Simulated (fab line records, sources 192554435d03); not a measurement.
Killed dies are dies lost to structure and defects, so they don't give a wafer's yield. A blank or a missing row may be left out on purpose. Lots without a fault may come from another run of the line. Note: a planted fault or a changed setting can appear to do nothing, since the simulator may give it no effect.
fab line records | flow n5_finfet
[record] lots = 7 | wafers = 21 | last_day = 19
route steps=1938 shown MOL_CONTACT_COAG@560
lots that met no fault: from a run of the same line without faults
start_h: hours from the record's first day to the start of the lot's first wafer shown | wait_h: hours since the lot's step before | " unchanged from the row above | L1.1+2: a single row standing in for several wafers | - either no value or no given start | * or withheld: withheld | < > ~ a bound
route shown NAME@n: a module of which the file shows steps, and the number in the route of the first | usual: average and standard deviation across the fault-free wafers | same: alike in all rows | chamber/n: place in a boat | sites: readings site by site | _std_site: their standard deviation | _edge_site: outer sites' mean less inner sites' | radius_mm: how far each site lies from the wafer's centre | mask NAME#n: copy n | behind: the most recent tool/chamber to have shaped the wafer | hold: reason for holding the lot/hours on hold/outcome of the hold | device: whichever transistor did not switch (one of n, p or np) | end of line: the same wafers' tests at the end of the route | a step with no rows: only its recipe | killed: at the first sort, the dies lost to defects and structure; wafer yield is something else | map: the dies of a wafer, with x for killed, . for not killed, _ for no die there
set.NAME: setting as actually run; set.NAME@STEP: the setting as run at that earlier step | model.NAME: the simulator's own value behind a step, which no gauge read
certain route steps with their lots: each step a table, each wafer a row
services: a tool's chamber out of use, with start hour (start_h, from the record's first day; less than 0 if before it), hours out, and reason
[[steps]]
[step N5_MOL_CONTACT_COAG_CMP_28]
[recipe] stop_on = SiNx | t_overpolish_s = 0.85 | post_cmp_clean = alkaline_brush | down_force_psi = 4.15 | platen_rpm = 51.8 | pad_velocity_m_s = 1.0307 | target_thk_nm = 14.522
[usual] motor_current_A = 12.5/0.85 | retaining_ring_pressure_frac = 1.000/0.0051 | slurry_filter_dp_kPa = 13.49/0.14 | slurry_flow_ml_min = 149.9/0.51 | time_to_endpoint_s = 3.8/2.3
lot.wafer | tool   | chamber | start_h | wait_h | motor_current_A | retaining_ring_pressure_frac | slurry_filter_dp_kPa | slurry_flow_ml_min | time_to_endpoint_s
L331.3    | cmp-01 | 2       | 96.59   | 0.8    | 11.0            | 1.005                        | 13.38                | 148.8              | 2.7
L331.1    | "      | 0       | "       | "      | 11.9            | 1.007                        | 13.15                | 149.6              | 0.1
L331.5    | "      | 3       | "       | "      | 13.3            | 1.002                        | 13.15                | 150.9              | 3.2
L335.3    | cmp-01 | 2       | 122.59  | 0.8    | 11.3            | 1.004                        | 13.35                | 149.8              | 2.5
L335.2    | "      | 1       | "       | "      | 10.9            | 1.000                        | 13.36                | 149.2              | 1.7
L335.6    | "      | 3       | "       | "      | 13.8            | 1.005                        | 13.63                | 150.7              | 1.8
L336.4    | cmp-01 | 0       | 128.09  | 0.1    | 12.6            | 1.002                        | 13.64                | 150.5              | 0.0
L336.5    | "      | 3       | "       | "      | 13.2            | 1.003                        | 13.21                | 149.9              | 0.6
L336.6    | "      | 0       | "       | "      | 11.8            | 1.002                        | 13.40                | 150.0              | 0.0
L337.3    | cmp-03 | 3       | 131.91  | 0.9    | 12.9            | 0.997                        | 13.57                | 149.9              | 6.1
L337.6    | "      | 1       | "       | "      | 12.0            | 0.998                        | 13.54                | 151.0              | 6.9
L337.5    | "      | 2       | "       | "      | 12.7            | 1.003                        | 13.38                | 149.7              | 3.8
L346.1    | cmp-02 | 0       | 192.79  | 1.6    | 13.1            | 1.004                        | 13.15                | 149.3              | 2.4
L346.4    | "      | 1       | "       | "      | 10.5            | 0.998                        | 13.44                | 150.5              | 3.0
L346.6    | "      | 3       | "       | "      | 12.9            | 0.990                        | 13.46                | 149.3              | 0.2
L352.1    | cmp-03 | 3       | 221.81  | 0.8    | 13.2            | 0.994                        | 13.37                | 149.5              | 2.6
L352.4    | "      | 0       | "       | "      | 12.7            | 1.011                        | 13.48                | 149.4              | 5.6
L352.5    | "      | 2       | "       | "      | 13.1            | 1.004                        | 13.61                | 149.8              | 1.9
L353.3    | cmp-01 | 2       | 228.11  | 0.8    | 11.8            | 1.010                        | 13.50                | 150.3              | 5.6
L353.6    | "      | 2       | "       | "      | 11.1            | 1.013                        | 13.59                | 149.5              | 7.6
L353.5    | "      | 3       | "       | "      | 13.6            | 1.001                        | 13.50                | 150.4              | 5.8
[step N5_MOL_CONTACT_COAG_THK_MEAS_29]
[recipe] reads = SiNx_of_GATE_CUT_PECVD_57+SiNx_of_GATE_CUT_SAC_CAP_01
[usual] MD_CAP_THK = 17.89/0.097
lot.wafer | tool          | chamber | start_h | wait_h | MD_CAP_THK[nm]
L331.1    | film_metro-01 | -       | 96.89   | -      | 17.82
L331.3    | "             | -       | "       | "      | 17.93
L331.5    | "             | -       | "       | "      | 17.85
L335.2    | film_metro-01 | -       | 122.88  | -      | 17.90
L335.3    | "             | -       | "       | "      | 17.85
L335.6    | "             | -       | "       | "      | 17.86
L336.4    | film_metro-01 | -       | 128.35  | -      | 17.87
L336.5    | "             | -       | "       | "      | 17.75
L336.6    | "             | -       | "       | "      | 17.98
L337.3    | film_metro-01 | -       | 132.13  | -      | 17.92
L337.5    | "             | -       | "       | "      | 17.84
L337.6    | "             | -       | "       | "      | 17.82
L346.1    | film_metro-01 | -       | 193.05  | -      | 17.87
L346.4    | "             | -       | "       | "      | 17.82
L346.6    | "             | -       | "       | "      | 17.81
L352.1    | film_metro-02 | -       | 222.07  | -      | 17.84
L352.4    | "             | -       | "       | "      | 17.87
L352.5    | "             | -       | "       | "      | 17.86
L353.3    | film_metro-01 | -       | 228.40  | -      | 17.78
L353.5    | "             | -       | "       | "      | 17.98
L353.6    | "             | -       | "       | "      | 18.10
[step N5_MOL_CONTACT_COAG_ALD_123]
[recipe] material = SiNx | target_thk_a = 50 | temp_c = 400 | ald_precursor_family = SiH2I2 | ald_co_reactant = N2/H2-plasma | pulse_time_s = 1 | purge_time_s = 2 | co_reactant_purge_time_s = 2 | ald_cycles = 100 | pressure_torr = 2
[usual] heater_power_w = 844/58 | precursor_pulse_height_rel = 1.000/0.02
[same] ald_cycles = 100
lot.wafer | tool       | chamber | start_h | wait_h | heater_power_w | precursor_pulse_height_rel
L331.1    | ald_sin-01 | 1       | 96.93   | 0.0    | 880            | 1.004
L331.3    | "          | 3       | "       | "      | 827            | 0.998
L331.5    | "          | 3       | "       | "      | 810            | 1.010
L335.2    | ald_sin-04 | 3       | 122.92  | 0.0    | 784            | 1.003
L335.3    | "          | 1       | "       | "      | 765            | 0.996
L335.6    | "          | 0       | "       | "      | 870            | 0.985
L336.4    | ald_sin-01 | 3       | 128.38  | 0.0    | 833            | 0.992
L336.5    | "          | 2       | "       | "      | 842            | 0.987
L336.6    | "          | 3       | "       | "      | 828            | 1.026
L337.3    | ald_sin-03 | 3       | 132.17  | 0.0    | 836            | 1.007
L337.5    | "          | 0       | "       | "      | 937            | 1.002
L337.6    | "          | 1       | "       | "      | 844            | 0.998
L346.1    | ald_sin-04 | 3       | 193.46  | 0.4    | 769            | 0.981
L346.4    | "          | 2       | "       | "      | 964            | 1.010
L346.6    | "          | 1       | "       | "      | 791            | 1.026
L352.1    | ald_sin-01 | 1       | 222.17  | 0.1    | 885            | 0.993
L352.4    | "          | 0       | "       | "      | 794            | 0.981
L352.5    | "          | 3       | "       | "      | 829            | 0.989
L353.3    | ald_sin-01 | 1       | 228.44  | 0.0    | 907            | 1.003
L353.5    | "          | 1       | "       | "      | 879            | 1.025
L353.6    | "          | 0       | "       | "      | 783            | 0.996
[step N5_MOL_CONTACT_COAG_PECVD_31]
[recipe] material = SiO2 | target_thk_a = 460 | temp_c = 400 | precursor = TEOS/O2 | pressure_torr = 6.5 | rf_w = withheld | teos_flow_sccm = withheld | gas = O2 | flow_sccm = 2650 | time_s = 8.9
[step N5_MOL_CONTACT_COAG_COAT_75]
[recipe] resist = SOC | temp_c = 250 | time_s = 60 | spin_rpm = 1500 | resist_thk_nm = 60
[step N5_MOL_CONTACT_COAG_COAT_76]
[recipe] resist = SiARC | temp_c = 220 | time_s = 60 | spin_rpm = 1500 | resist_thk_nm = 10
[step N5_MOL_CONTACT_COAG_COAT_77]
[recipe] resist = underlayer | temp_c = 205 | time_s = 60 | spin_rpm = 1500 | resist_thk_nm = 10
[step N5_MOL_CONTACT_COAG_COAT_78]
[recipe] resist = CAR-EUV | spin_rpm = 1500 | resist_thk_nm = 40
[step N5_MOL_CONTACT_COAG_EBR_80]
[recipe] solvent = PGMEA | ebr_width_mm = 1.5
[step N5_MOL_CONTACT_COAG_SOFTBAKE_79]
[recipe] temp_c = 110 | time_s = 60 | resist = CAR-EUV
[step N5_MOL_CONTACT_COAG_EXPOSE_81]
[recipe] mask_id = VG | na = 0.33 | source_shape = annular | sigma_inner = 0.3 | sigma_outer = 0.7 | polarization = unpolarized | defocus_nm = 0 | dose_mj = 59.5
[step N5_MOL_CONTACT_COAG_PEB_82]
[recipe] peb_temp_c = 100 | peb_time_s = 60 | resist = CAR-EUV
[step N5_MOL_CONTACT_COAG_DEVELOP_83]
[recipe] develop_time_s = 30 | developer = TMAH | resist = CAR-EUV | rinse_liquid = surfactant_rinse | dry = air_spin | dev_temp_c = 23
[usual] chill_plate_temp_C = 23.01/0.12 | develop_time_s = 30/0
lot.wafer | tool           | chamber | start_h | wait_h | chill_plate_temp_C | develop_time_s | model.CAR-EUV_of_MOL_CONTACT_COAG_COAT_78.thk_nm
L331.1    | litho_track-03 | 0       | 97.71   | -      | 23.17              | 30             | 39.6
L331.3    | "              | 0       | "       | "      | 23.14              | 30             | 39.6
L331.5    | "              | 0       | "       | "      | 22.98              | 30             | 39.4
L335.2    | litho_track-02 | -       | 123.70  | -      | -                  | -              | 40
L335.3    | "              | -       | "       | "      | -                  | -              | 39.8
L335.6    | "              | -       | "       | "      | -                  | -              | 40
L336.4    | litho_track-02 | -       | 129.29  | -      | -                  | -              | 40
L336.5    | "              | -       | "       | "      | -                  | -              | 40
L336.6    | "              | -       | "       | "      | -                  | -              | 40
L337.3    | litho_track-02 | -       | 132.95  | -      | -                  | -              | 40
L337.5    | "              | -       | "       | "      | -                  | -              | 40
L337.6    | "              | -       | "       | "      | -                  | -              | 39.8
L346.1    | litho_track-05 | 0       | 194.26  | -      | 23.05              | 30             | 39.6
L346.4    | "              | 0       | "       | "      | 23.17              | 30             | 39.6
L346.6    | "              | 0       | "       | "      | 22.99              | 30             | 39.4
L352.1    | litho_track-02 | 0       | 223.12  | -      | 23.07              | 30             | 39.6
L352.4    | "              | 0       | "       | "      | 23.17              | 30             | 39.6
L352.5    | "              | 0       | "       | "      | 23.02              | 30             | 39.6
L353.3    | litho_track-03 | 0       | 229.22  | -      | 23.02              | 30             | 39.4
L353.5    | "              | 0       | "       | "      | 23.03              | 30             | 39.4
L353.6    | "              | 0       | "       | "      | 23.01              | 30             | 39.4
[step N5_MOL_CONTACT_COAG_CD_MEAS_84]
[recipe] target_cd_nm = 25.1 | landing_energy_ev = 500 | detector = se_inlens | polarity = opening
[usual] cd_nm = 25.23/0.24
lot.wafer | tool      | chamber | start_h | wait_h | cd_nm
L331.1    | cd_sem-03 | 0       | 97.77   | -      | 25.19
L331.3    | "         | 0       | "       | "      | 25.22
L331.5    | "         | 0       | "       | "      | 25.32
L335.2    | cd_sem-02 | 0       | 123.76  | -      | -
L335.3    | "         | 0       | "       | "      | -
L335.6    | "         | 0       | "       | "      | -
L336.4    | cd_sem-03 | 0       | 129.35  | -      | -
L336.5    | "         | 0       | "       | "      | -
L336.6    | "         | 0       | "       | "      | -
L337.3    | cd_sem-02 | 0       | 133.01  | -      | -
L337.5    | "         | 0       | "       | "      | -
L337.6    | "         | 0       | "       | "      | -
L346.1    | cd_sem-03 | 0       | 194.32  | -      | 25.13
L346.4    | "         | 0       | "       | "      | 25.02
L346.6    | "         | 0       | "       | "      | 25.34
L352.1    | cd_sem-02 | 0       | 223.17  | -      | 25.34
L352.4    | "         | 0       | "       | "      | 25.85
L352.5    | "         | 0       | "       | "      | 25.11
L353.3    | cd_sem-02 | 0       | 229.28  | -      | 25.46
L353.5    | "         | 0       | "       | "      | 25.40
L353.6    | "         | 0       | "       | "      | 25.09
[[services]]
tool           | chamber | start_h | hours | kind
cmp-01         | -       | 73.39   | 1.5   | repair
ald_sin-01     | -       | 85.13   | 2.8   | pm
ald_sin-04     | -       | 85.25   | 14.0  | pm
ald_sin-04     | 0       | 85.25   | 14.0  | vent_cycle
ald_sin-04     | 1       | 85.25   | 14.0  | vent_cycle
ald_sin-04     | 2       | 85.25   | 14.0  | vent_cycle
ald_sin-04     | 3       | 85.25   | 14.0  | vent_cycle
ald_sin-04     | 0       | 99.25   | -     | clean
cmp-01         | -       | 118.48  | 0.8   | repair
cmp-03         | -       | 135.22  | 8.7   | pm
ald_sin-03     | -       | 140.53  | 6.0   | pm
cmp-02         | -       | 142.05  | 4.5   | pm
cmp-02         | -       | 165.29  | 0.4   | repair
cmp-02         | -       | 165.99  | 4.0   | pm
ald_sin-04     | 2       | 168.95  | 1.8   | repair
litho_track-02 | -       | 176.58  | -     | consumable_replace:filter
ald_sin-03     | -       | 176.75  | 14.0  | pm
cmp-02         | -       | 180.29  | 3.1   | pm
cmp-01         | -       | 183.03  | 4.0   | pm
cmp-01         | -       | 187.03  | -     | consumable_replace:conditioner
cmp-01         | -       | 187.03  | -     | consumable_replace:pad
ald_sin-01     | 0       | 190.28  | 2.5   | repair
cmp-01         | -       | 212.85  | 1.8   | repair
cmp-02         | -       | 228.00  | 4.7   | repair
[[key]]
[first_sign] step = N5_MOL_CONTACT_COAG_DEVELOP_83 | reading = tool_record | direction = missing
effect none on later readings
[model_effect] step = N5_MOL_CONTACT_COAG_DEVELOP_83 | value = CAR-EUV_of_MOL_CONTACT_COAG_COAT_78.thk_nm | without = 39.49 | struck = 39.96
met_at N5_MOL_CONTACT_COAG_DEVELOP_83
struck_wafers L335.2,L335.3,L335.6,L336.4,L336.5,L336.6,L337.3,L337.5,L337.6
later_rows_left_out L335.2,L335.3,L335.6,L336.4,L336.5,L336.6,L337.3,L337.5,L337.6
sort_left_out L335.2,L335.3,L335.6,L336.4,L336.5,L336.6,L337.3,L337.5,L337.6
[fault] kind = skipped_step_whole | tool = litho_track-02 | chamber = - | onset_h = 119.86 | steps = N5_MOL_CONTACT_COAG_DEVELOP_83 | scope = struck_lots_only
// sort_left_out: the simulated sort isn't trusted on such a fault, so these wafers' sort isn't shown, and their yield isn't known
// later_rows_left_out: the simulator's readings of these wafers behind a module that went badly wrong aren't trusted and aren't shown, but for the sort
